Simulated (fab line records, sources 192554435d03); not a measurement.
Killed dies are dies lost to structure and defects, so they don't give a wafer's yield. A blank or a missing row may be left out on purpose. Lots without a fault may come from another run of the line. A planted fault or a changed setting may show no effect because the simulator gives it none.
fab line records | flow n5_finfet
record lots=10 wafers=30 last_day=17
route steps=1938 shown BEOL_M10@1470 PASSIVATION@1936
lots that met no fault: from a run of the same line without faults
start_h: hours from the record's first day to the start of the lot's first wafer shown | wait_h: hours since the lot's step before | " the same as in the row above | L1.1+2: a row that stands for several wafers | - no value, or no start given | * or withheld: withheld | < > ~ a bound
route shown NAME@n: a module of which the file shows steps, and the number in the route of the first | usual: mean/standard deviation of fault-free wafers | same: alike in all rows | chamber/n: place in a boat | sites: the reading at each site | _std_site: their standard deviation | _edge_site: outer sites' mean less inner sites' | radius_mm: how far each site lies from the wafer's centre | mask NAME#n: copy n | behind: the tool/chamber that last shaped the wafer | hold: why the lot was held/for how many hours/how that ended | device: the transistor (n, p or np) that didn't switch | end of line: the same wafers' tests at the end of the route | a step without rows: its recipe alone | killed: dies lost to structure and defects at the first sort, not the wafer's yield | map: a wafer's dies, x killed, . not, _ none there
set.NAME: the setting as run; set.NAME@STEP: as run at that earlier step | model.NAME: the simulator's own value behind a step, which no gauge read
steps of the route over a sample of lots; a table a step, a row a wafer
services: from which hour (start_h, from the record's first day; less than 0 if before it) a tool's chamber was out of use, for how many hours, and why
## steps
# step N5_BEOL_M10_ILD_DEP_00
# recipe material=SiCOH_lowk target_thk_a=3085.1 temp_c=300 precursor=DEMS/porogen pressure_torr=5 rf_w=500 time_s=58
# usual chamber_pressure_Torr=5.000/0.011 heater_power_w=288/29 showerhead_plenum_p_Torr=5.737/0.016 throttle_valve_pct=14.0/0.9
# columns lot.wafer tool chamber start_h wait_h chamber_pressure_Torr heater_power_w showerhead_plenum_p_Torr throttle_valve_pct
L166.1 pecvd-03 1 215.64 0.0 5.001 291 5.726 13.7
L166.3 " 0 " " 5.000 331 5.745 13.1
L166.6 " 1 " " 4.995 304 5.731 13.5
L167.1 pecvd-03 0 228.13 0.0 4.984 310 5.761 13.6
L167.3 " 1 " " 5.025 313 5.744 13.5
L167.5 " 0 " " 4.975 314 5.754 13.2
L169.1 pecvd-03 0 242.91 0.0 5.013 327 5.757 13.4
L169.3 " 2 " " 4.985 298 5.720 12.3
L169.5 " 1 " " 4.996 262 5.741 13.6
L173.2 pecvd-03 1 264.66 0.0 5.000 280 5.756 13.4
L173.3 " 0 " " 5.001 299 5.748 13.1
L173.6 " 2 " " 5.010 327 5.719 12.3
L175.4 pecvd-03 0 274.17 0.1 5.006 292 5.759 13.2
L175.5 " 1 " " 5.018 311 5.749 13.7
L175.6 " 2 " " 5.022 342 5.714 12.4
L179.1 pecvd-02 0 300.90 0.0 4.994 298 5.725 14.7
L179.4 " 1 " " 4.985 288 5.748 15.6
L179.5 " 0 " " 5.004 226 5.717 14.9
L182.1 pecvd-01 1 325.67 0.0 5.010 310 5.749 15.0
L182.2 " 0 " " 4.995 289 5.745 14.1
L182.6 " 2 " " 5.003 286 5.732 14.1
L183.1 pecvd-03 2 333.77 0.0 4.996 274 5.706 12.1
L183.2 " 0 " " 4.994 276 5.757 13.0
L183.3 " 1 " " 5.001 329 5.735 14.0
L186.1 pecvd-03 0 341.50 0.0 5.014 322 5.762 13.3
L186.4 " 1 " " 4.999 267 5.721 13.8
L186.5 " 2 " " 4.991 320 5.704 12.4
L188.2 pecvd-03 2 342.68 0.0 4.992 320 5.714 12.0
L188.3 " 0 " " 5.003 268 5.749 13.6
L188.6 " 2 " " 4.997 344 5.711 12.3
# step N5_BEOL_M10_PECVD_70
# recipe material=SiO2 target_thk_a=200 temp_c=400 precursor=TEOS/O2 pressure_torr=5.5 rf_w=450 teos_flow_sccm=53.8 gas=O2 flow_sccm=3000 time_s=22.7
# usual chamber_pressure_Torr=5.500/0.013 heater_power_w=674/55 showerhead_plenum_p_Torr=8.77/0.061 throttle_valve_pct=22.7/1.5
# columns lot.wafer tool chamber start_h wait_h chamber_pressure_Torr heater_power_w showerhead_plenum_p_Torr throttle_valve_pct
L166.1 pecvd-02 1 216.30 0.0 5.486 606 8.84 24.5
L166.3 " 0 " " 5.475 585 8.67 23.7
L166.6 " 0 " " 5.482 598 8.70 23.7
L167.1 pecvd-02 2 228.78 0.0 5.494 676 8.70 22.8
L167.3 " 0 " " 5.497 696 8.67 23.8
L167.5 " 1 " " 5.496 631 8.82 24.9
L169.1 pecvd-03 1 244.02 0.0 5.503 722 8.77 22.2
L169.3 " 2 " " 5.518 763 8.65 19.6
L169.5 " 2 " " 5.497 764 8.68 19.3
L173.2 pecvd-02 2 265.29 0.0 5.502 696 8.73 22.7
L173.3 " 1 " " 5.479 678 8.82 24.7
L173.6 " 0 " " 5.491 564 8.68 23.7
L175.4 pecvd-01 1 274.79 0.1 5.503 729 8.80 24.4
L175.5 " 0 " " 5.518 656 8.83 22.7
L175.6 " 2 " " 5.505 639 8.81 22.2
L179.1 pecvd-02 1 301.53 0.0 5.505 613 8.81 24.9
L179.4 " 0 " " 5.500 571 8.68 23.9
L179.5 " 2 " " 5.485 639 8.72 23.1
L182.1 pecvd-01 0 326.29 0.0 5.505 626 8.82 22.7
L182.2 " 1 " " 5.524 717 8.79 24.6
L182.6 " 0 " " 5.507 658 8.81 22.5
L183.1 pecvd-03 1 334.40 0.0 5.505 648 8.76 22.0
L183.2 " 0 " " 5.519 742 8.85 21.9
L183.3 " 2 " " 5.505 756 8.69 19.5
L186.1 pecvd-03 1 342.13 0.0 5.502 727 8.79 22.3
L186.4 " 1 " " 5.487 734 8.77 22.1
L186.5 " 0 " " 5.503 703 8.86 21.8
L188.2 pecvd-03 0 343.33 0.0 5.512 699 8.86 21.6
L188.3 " 1 " " 5.478 756 8.75 22.1
L188.6 " 2 " " 5.506 656 8.69 19.9
# step N5_BEOL_M10_INSPECT_13
# recipe mode=adi inspect_instrument=brightfield
# usual raw_defect_count=425/95
# columns lot.wafer tool chamber start_h wait_h raw_defect_count
L166.1 defect_inspect-01 - 218.61 0.0 428
L166.3 " - " " 444
L166.6 " - " " 501
L167.1 defect_inspect-01 - 229.99 0.0 538
L167.3 " - " " 655
L167.5 " - " " 395
L169.1 defect_inspect-02 - 245.46 0.0 515
L169.3 " - " " 364
L169.5 " - " " 547
L173.2 defect_inspect-02 - 268.16 0.0 396
L173.3 " - " " 526
L173.6 " - " " 925
L175.4 defect_inspect-01 - 276.65 0.0 479
L175.5 " - " " 377
L175.6 " - " " 877
L179.1 defect_inspect-01 - 302.53 0.0 350
L179.4 " - " " 389
L179.5 " - " " 287
L182.1 defect_inspect-02 - 327.88 0.0 508
L182.2 " - " " 439
L182.6 " - " " 329
L183.1 defect_inspect-01 - 336.54 0.0 410
L183.2 " - " " 446
L183.3 " - " " 299
L186.1 defect_inspect-01 - 344.02 0.0 365
L186.4 " - " " 459
L186.5 " - " " 420
L188.2 defect_inspect-02 - 344.62 0.0 406
L188.3 " - " " 355
L188.6 " - " " 468
# step N5_BEOL_M10_ETCH_62
# recipe chemistry=N2/H2 target=SOC target_depth_a=1100 overetch_a=220 mask_material=SiARC temp_c=40 time_s=165 ion_energy_ev=200 pressure_mtorr=30 source_w=840 bias_w=150 n2_flow_sccm=200 h2_flow_sccm=200
# usual drypump_motor_current_A=5.9/0.34 h2_flow_sccm=200.0/0.57 oes_product_au=0.67/0.072 rf_vpp_V=524.3/2.4 showerhead_plenum_p_Torr=2.56/0.076 throttle_valve_pct=17.85/0.3
# columns lot.wafer tool chamber start_h wait_h drypump_motor_current_A h2_flow_sccm oes_product_au rf_hours_counter_h rf_vpp_V showerhead_plenum_p_Torr throttle_valve_pct
L166.1 rie_diel-04 0 218.95 0.0 6.3 199.8 0.59 243 525.0 2.61 17.97
L166.3 " 3 " " 6.3 200.4 0.63 193 522.7 2.53 18.12
L166.6 " 1 " " 6.5 200.6 0.83 - 525.1 2.61 17.68
L167.1 rie_diel-05 2 230.47 0.0 5.5 199.5 0.69 71 523.7 2.57 17.73
L167.3 " 0 " " 5.7 199.7 0.71 53 527.3 2.69 17.43
L167.5 " 2 " " 5.5 198.9 0.69 - 524.0 2.57 17.72
L169.1 rie_diel-04 3 246.10 0.0 6.3 198.7 0.62 202 524.7 2.52 18.13
L169.3 " 2 " " 6.1 200.2 0.62 188 522.2 2.54 18.40
L169.5 " 3 " " 6.3 199.1 0.62 - 523.0 2.52 18.13
L173.2 rie_diel-05 0 268.28 0.0 5.6 199.9 0.70 63 528.1 2.68 17.45
L173.3 " 1 " " 5.5 199.1 0.58 219 526.7 2.63 18.01
L173.6 " 2 " " 5.5 199.1 0.68 - 523.2 2.56 17.74
L175.4 rie_diel-05 3 277.05 0.0 5.8 199.8 0.68 91 520.6 2.45 17.65
L175.5 " 2 " " 5.5 200.3 0.68 - 524.0 2.56 17.74
L175.6 " 1 " " 5.5 200.8 0.59 - 527.5 2.63 18.04
L179.1 rie_diel-05 0 303.43 0.0 5.7 200.0 0.68 75 528.6 2.68 17.47
L179.4 " 3 " " 5.8 200.9 0.67 99 522.2 2.45 17.69
L179.5 " 2 " " 5.5 201.0 0.67 - 523.4 2.56 17.76
L182.1 rie_diel-05 1 328.00 0.0 5.5 200.2 0.57 239 525.1 2.62 18.07
L182.2 " 2 " " 5.5 199.5 0.67 105 524.7 2.55 17.77
L182.6 " 3 " " 5.8 200.6 0.66 - 520.9 2.44 17.69
L183.1 rie_diel-05 0 337.00 0.0 5.7 199.3 0.68 86 528.0 2.67 17.49
L183.2 " 1 " " 5.5 198.9 0.57 242 526.3 2.62 18.09
L183.3 " 3 " " 5.8 200.2 0.66 111 521.9 2.44 17.70
L186.1 rie_diel-04 2 344.14 0.0 6.1 198.7 0.60 226 523.7 2.52 18.45
L186.4 " 0 " " 6.3 200.5 0.79 23 525.8 2.60 17.60
L186.5 " 2 " " 6.1 199.0 0.60 - 521.3 2.52 18.46
L188.2 rie_diel-05 0 344.74 0.0 5.6 201.1 0.67 89 529.2 2.67 17.50
L188.3 " 3 " " 5.8 199.0 0.66 113 520.5 2.44 17.73
L188.6 " 2 " " 5.5 201.0 0.67 - 524.2 2.55 17.78
# step N5_BEOL_M10_CD_MEAS_18
# recipe pitch_nm=140 target_cd_nm=70
# usual cd_nm=70.0/0.58
# columns lot.wafer tool chamber start_h wait_h cd_nm
L166.1 cd_sem-03 - 219.32 0.0 68.8
L166.3 " - " " 69.1
L166.6 " - " " 70.2
L167.1 cd_sem-03 - 230.86 0.1 69.9
L167.3 " - " " 69.8
L167.5 " - " " 69.6
L169.1 cd_sem-01 - 246.64 0.0 70.5
L169.3 " - " " 70.5
L169.5 " - " " 71.2
L173.2 cd_sem-03 - 268.65 0.1 69.0
L173.3 " - " " 70.3
L173.6 " - " " 70.1
L175.4 cd_sem-03 - 277.51 0.1 70.0
L175.5 " - " " 69.1
L175.6 " - " " 69.7
L179.1 cd_sem-02 - 303.86 0.0 69.7
L179.4 " - " " 70.4
L179.5 " - " " 69.0
L182.1 cd_sem-01 - 328.38 0.0 69.1
L182.2 " - " " 69.0
L182.6 " - " " 69.8
L183.1 cd_sem-02 - 337.40 0.0 69.9
L183.2 " - " " 70.3
L183.3 " - " " 70.4
L186.1 cd_sem-01 - 344.53 0.1 70.1
L186.4 " - " " 70.1
L186.5 " - " " 70.6
L188.2 cd_sem-01 - 345.11 0.1 68.9
L188.3 " - " " 70.1
L188.6 " - " " 70.1
# step N5_BEOL_M10_INSPECT_30
# recipe mode=adi inspect_instrument=brightfield
# usual raw_defect_count=424/97
# columns lot.wafer tool chamber start_h wait_h raw_defect_count
L166.1 defect_inspect-01 - 219.82 0.0 419
L166.3 " - " " 452
L166.6 " - " " 484
L167.1 defect_inspect-02 - 231.34 0.0 542
L167.3 " - " " 671
L167.5 " - " " 390
L169.1 defect_inspect-01 - 247.60 0.0 566
L169.3 " - " " 395
L169.5 " - " " 557
L173.2 defect_inspect-02 - 270.89 0.0 391
L173.3 " - " " 544
L173.6 " - " " 924
L175.4 defect_inspect-02 - 278.30 0.0 447
L175.5 " - " " 351
L175.6 " - " " 842
L179.1 defect_inspect-02 - 304.54 0.0 340
L179.4 " - " " 410
L179.5 " - " " 266
L182.1 defect_inspect-02 - 329.81 0.0 515
L182.2 " - " " 447
L182.6 " - " " 339
L183.1 defect_inspect-01 - 338.79 0.0 367
L183.2 " - " " 471
L183.3 " - " " 332
L186.1 defect_inspect-02 - 346.38 0.0 374
L186.4 " - " " 424
L186.5 " - " " 391
L188.2 defect_inspect-01 - 346.58 0.0 446
L188.3 " - " " 379
L188.6 " - " " 482
# step N5_PASSIVATION_PROBE_49
# usual defect_limited_yield=91.3/1.4 killed_at_M0_to_M3=35/11 killed_at_M4_up=14/5.4 killed_at_contacts=12/6.2 killed_at_front_end=38/11 killed_at_other=4.1/2.8 killed_dies=103/17 killed_open=66/13 killed_short=34/8.2 sort_bin_5_function=5.1/0.89 sort_bin_6_memory=3.3/0.72 sort_n_pass=1077/17 sort_yield_pct=91.3/1.4
# same gross_dies=1180 killed_at_back_side=0 sort_bin_4_leakage[%]=0 sort_bin_8_speed[%]=0
# columns lot.wafer tool chamber start_h wait_h defect_limited_yield[%] killed_at_M0_to_M3 killed_at_M4_up killed_at_contacts killed_at_front_end killed_at_other killed_dies killed_open killed_short sort_bin_5_function[%] sort_bin_6_memory[%] sort_n_pass sort_yield_pct[%]
L166.1 prober-02 - 266.51 0.0 90.9 39 23 16 28 1 107 77 28 4.9 3.7 1073 90.9
L166.3 prober-02 - 266.61 0.1 87.8 57 21 13 48 5 144 93 47 7.2 4.4 1036 87.8
L166.6 prober-02 - 266.76 0.3 90.8 30 19 10 48 2 109 75 26 5.6 3.5 1071 90.8
L169.1 prober-01 - 294.22 0.6 92.7 29 7 10 34 6 86 61 21 4.3 2.8 1094 92.7
L169.3 prober-01 - 294.32 0.7 92.4 32 13 9 35 1 90 65 20 4.3 3.1 1090 92.4
L169.5 prober-01 - 294.42 0.8 92.3 32 11 4 36 8 91 62 26 4.7 3.0 1089 92.3
L173.2 prober-01 - 328.92 0.1 91.1 44 11 11 33 6 105 66 36 5.3 3.2 1075 91.1
L173.3 prober-01 - 328.97 0.1 91.4 44 10 4 39 5 102 63 38 5.1 3.3 1078 91.4
L173.6 prober-01 - 329.12 0.3 83.8 31 122 7 26 5 191 46 31 10.3 3.7 989 83.8
L175.4 prober-02 - 334.24 0.2 92.1 22 11 11 33 16 93 49 42 4.8 2.5 1087 92.1
L175.5 prober-02 - 334.29 0.2 89.3 27 13 12 66 8 126 79 44 5.5 4.5 1054 89.3
L175.6 prober-02 - 334.34 0.3 82.4 23 127 19 38 1 208 52 36 10.7 4.8 972 82.4
L183.1 prober-02 - 386.82 0.0 91.1 37 10 6 47 5 105 67 37 5.6 3.2 1075 91.1
L183.2 prober-02 - 386.87 0.1 93.5 28 9 6 31 3 77 52 24 3.8 2.5 1103 93.5
L183.3 prober-02 - 386.92 0.1 91.8 42 11 2 33 9 97 65 29 4.9 3.1 1083 91.8
L188.2 prober-02 - 409.01 0.1 91.2 40 16 7 39 2 104 56 48 5.2 3.6 1076 91.2
L188.3 prober-02 - 409.06 0.1 92.6 34 20 14 17 2 87 62 25 3.7 3.2 1093 92.6
L188.6 prober-02 - 409.21 0.3 92.9 25 13 7 35 4 84 52 32 4.8 1.9 1096 92.9
# killed by level:class
L166.1 STI_FIN_REVEAL:geometric_particle:open=13 MOL_CONTACT_COAG:geometric_particle:open=13 BEOL_M4:geometric_particle:open=13 BEOL_M1:geometric_particle:open=9 BEOL_M2:geometric_particle:open=7 BEOL_M0_SAQP:geometric_particle:open=6 BEOL_M3:geometric_particle:open=6 STI_FIN_REVEAL:geometric_particle:short=4
L166.3 BEOL_M3:geometric_particle:open=13 STI_FIN_REVEAL:geometric_particle:open=11 MOL_CONTACT_COAG:geometric_particle:open=10 BEOL_M0_SAQP:geometric_particle:open=9 BEOL_M0_SAQP:geometric_particle:short=9 FIN_SAQP:geometric_particle:short=8 BEOL_M4:geometric_particle:open=8 BEOL_M1:geometric_particle:open=7
L166.6 STI_FIN_REVEAL:geometric_particle:open=18 MOL_CONTACT_COAG:geometric_particle:open=10 FIN_SAQP:geometric_particle:open=7 BEOL_M1:geometric_particle:open=7 FIN_SAQP:geometric_particle:short=6 BEOL_M0_SAQP:geometric_particle:short=5 BEOL_M4:geometric_particle:open=5 BEOL_M3:geometric_particle:open=4
L169.1 STI_FIN_REVEAL:geometric_particle:open=11 BEOL_M2:geometric_particle:open=7 MOL_CONTACT_COAG:geometric_particle:open=6 DUMMY_GATE:geometric_particle:open=6 BEOL_M3:geometric_particle:open=5 MOL_CONTACT_COAG:geometric_particle:short=4 FIN_SAQP:geometric_particle:open=3 STI_FIN_REVEAL:geometric_particle:short=3
L169.3 BEOL_M2:geometric_particle:open=10 MOL_CONTACT_COAG:geometric_particle:open=9 BEOL_M3:geometric_particle:open=8 STI_FIN_REVEAL:geometric_particle:open=7 BEOL_M4:geometric_particle:open=6 FIN_SAQP:geometric_particle:short=4 GATE_CUT:geometric_particle:short=4 GATE_CUT:geometric_particle:open=4
L169.5 BEOL_M2:geometric_particle:open=10 FIN_SAQP:geometric_particle:open=6 BEOL_M1:geometric_particle:open=6 STI_FIN_REVEAL:geometric_particle:open=5 GATE_CUT:geometric_particle:short=5 BEOL_M4:geometric_particle:open=5 FIN_SAQP:geometric_particle:short=4 MOL_CONTACT_COAG:geometric_particle:open=4
L173.2 BEOL_M0_SAQP:geometric_particle:open=11 FIN_SAQP:geometric_particle:open=10 MOL_CONTACT_COAG:geometric_particle:open=10 BEOL_M0_SAQP:geometric_particle:short=10 BEOL_M2:geometric_particle:open=7 FIN_SAQP:geometric_particle:short=5 BEOL_M1:geometric_particle:open=4 BEOL_M1:geometric_particle:short=4
L173.3 BEOL_M0_SAQP:geometric_particle:open=12 FIN_SAQP:geometric_particle:open=10 BEOL_M0_SAQP:geometric_particle:short=10 FIN_SAQP:geometric_particle:short=6 DUMMY_GATE:geometric_particle:open=6 BEOL_M1:geometric_particle:open=5 BEOL_M2:geometric_particle:open=5 BEOL_M3:geometric_particle:open=4
L173.6 BEOL_M10:unspecified=110 FIN_SAQP:geometric_particle:open=7 BEOL_M3:geometric_particle:open=7 BEOL_M0_SAQP:geometric_particle:short=6 MOL_CONTACT_COAG:geometric_particle:open=5 STI_FIN_REVEAL:geometric_particle:open=4 ILD0:geometric_particle:short=4 BEOL_M0_SAQP:geometric_particle:open=4
L175.4 FIN_SAQP:geometric_particle:short=16 MOL_CONTACT_COAG:geometric_particle:open=10 PASS1_DEP:geometric_particle:open=5 FIN_SAQP:geometric_particle:open=4 STI_FIN_REVEAL:geometric_particle:open=4 BEOL_M0:geometric_particle:short=3 BEOL_M0:geometric_particle:open=3 BEOL_M3:geometric_particle:open=3
L175.5 STI_FIN_REVEAL:geometric_particle:open=17 MOL_CONTACT_COAG:geometric_particle:open=10 FIN_SAQP:geometric_particle:short=9 BEOL_M1:geometric_particle:open=9 DUMMY_GATE:geometric_particle:open=9 GATE_CUT:geometric_particle:short=8 FIN_SAQP:geometric_particle:open=6 GATE_CUT:geometric_particle:open=5
L175.6 BEOL_M10:unspecified=118 FIN_SAQP:geometric_particle:open=9 MOL_CONTACT_COAG:geometric_particle:short=9 FIN_SAQP:geometric_particle:short=8 MOL_CONTACT_COAG:geometric_particle:open=8 BEOL_M1:geometric_particle:open=7 STI_FIN_REVEAL:geometric_particle:open=6 BEOL_M0_SAQP:geometric_particle:short=5
L183.1 FIN_SAQP:geometric_particle:open=17 FIN_SAQP:geometric_particle:short=7 BEOL_M0_SAQP:geometric_particle:open=7 BEOL_M2:geometric_particle:open=7 MOL_CONTACT_COAG:geometric_particle:open=6 DUMMY_GATE:geometric_particle:open=5 BEOL_M0_SAQP:geometric_particle:short=5 BEOL_M1:geometric_particle:open=5
L183.2 FIN_SAQP:geometric_particle:open=10 BEOL_M2:geometric_particle:open=10 FIN_SAQP:geometric_particle:short=8 GATE_CUT:geometric_particle:open=5 MOL_CONTACT_COAG:geometric_particle:open=5 BEOL_M0_SAQP:geometric_particle:open=5 BEOL_M0_SAQP:geometric_particle:short=5 BEOL_M4:geometric_particle:open=5
L183.3 BEOL_M2:geometric_particle:open=15 BEOL_M0_SAQP:geometric_particle:short=9 BEOL_M0_SAQP:geometric_particle:open=8 STI_FIN_REVEAL:geometric_particle:open=7 GATE_CUT:geometric_particle:short=5 STARTING-WAFER:geometric_particle:open=5 FIN_SAQP:geometric_particle:short=4 BEOL_M3:geometric_particle:open=4
L188.2 BEOL_M0_SAQP:geometric_particle:short=15 FIN_SAQP:geometric_particle:short=9 FIN_SAQP:geometric_particle:open=7 BEOL_M0_SAQP:geometric_particle:open=7 ILD0:geometric_particle:short=6 MOL_CONTACT_COAG:geometric_particle:open=6 BEOL_M3:geometric_particle:open=6 STARTING-WAFER:geometric_particle:open=6
L188.3 MOL_CONTACT_COAG:geometric_particle:open=12 BEOL_M0_SAQP:geometric_particle:open=9 BEOL_M4:geometric_particle:open=9 BEOL_M2:geometric_particle:open=8 BEOL_M0_SAQP:geometric_particle:short=6 STI_FIN_REVEAL:geometric_particle:open=4 BEOL_M3:geometric_particle:open=4 STARTING-WAFER:geometric_particle:short=4
L188.6 STI_FIN_REVEAL:geometric_particle:open=7 BEOL_M4:geometric_particle:open=7 MOL_CONTACT_COAG:geometric_particle:open=6 STI_FIN_REVEAL:geometric_particle:short=5 GATE_CUT:geometric_particle:short=5 BEOL_M0_SAQP:geometric_particle:short=5 BEOL_M3:geometric_particle:open=5 BEOL_M0_SAQP:geometric_particle:open=4
## services
# columns tool chamber start_h hours kind
pecvd-03 1 193.83 5.5 scheduled_down
rie_diel-04 1 198.07 - clean
rie_diel-04 1 198.07 - consumable_replace:focus_ring
rie_diel-04 1 198.07 16.8 scheduled_down
rie_diel-04 1 198.07 16.8 vent_cycle
pecvd-03 2 198.64 13.5 repair
pecvd-03 2 212.18 - clean
pecvd-03 2 212.18 - consumable_replace:showerhead
pecvd-03 2 212.18 29.0 scheduled_down
pecvd-03 2 212.18 29.0 vent_cycle
pecvd-02 2 215.15 5.5 scheduled_down
rie_diel-05 0 219.57 8.4 repair
rie_diel-05 2 241.26 2.6 repair
rie_diel-04 0 242.74 - clean
rie_diel-05 0 255.58 11.1 repair
rie_diel-04 0 266.18 6.3 repair
pecvd-03 1 266.26 5.0 scheduled_down
pecvd-02 - 274.24 0.2 repair
pecvd-02 - 274.66 5.5 pm
pecvd-01 1 277.97 7.5 repair
pecvd-03 - 294.43 10.2 repair
rie_diel-05 - 299.94 2.8 pm
pecvd-03 1 305.58 - calibration
rie_diel-04 1 328.03 7.2 repair
## key
first_sign step=N5_BEOL_M10_INSPECT_13 reading=raw_defect_count direction=up sigmas=5 usual=425 struck=901
effect step=N5_BEOL_M10_INSPECT_30 reading=raw_defect_count direction=up sigmas=4.7 usual=424 struck=883
effect step=N5_PASSIVATION_PROBE_49 reading=killed_at_M4_up direction=up sigmas=21 usual=14 struck=124
more_kills_born_at N5_BEOL_M10_ILD_DEP_00@pecvd-03=228
met_at N5_BEOL_M10_ILD_DEP_00
struck_lots L173,L175
struck_wafers L173.6,L175.6
not_acting_at N5_BEOL_M10_PECVD_70,N5_BEOL_M10_ETCH_62,N5_BEOL_M10_CD_MEAS_18
onset_between 242.91 264.66
fault kind=chamber_particle_source tool=pecvd-03 chamber=2 onset_h=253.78 steps=N5_BEOL_M10_ILD_DEP_00 rate_per_visit_cm2=0.77838 end_h=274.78
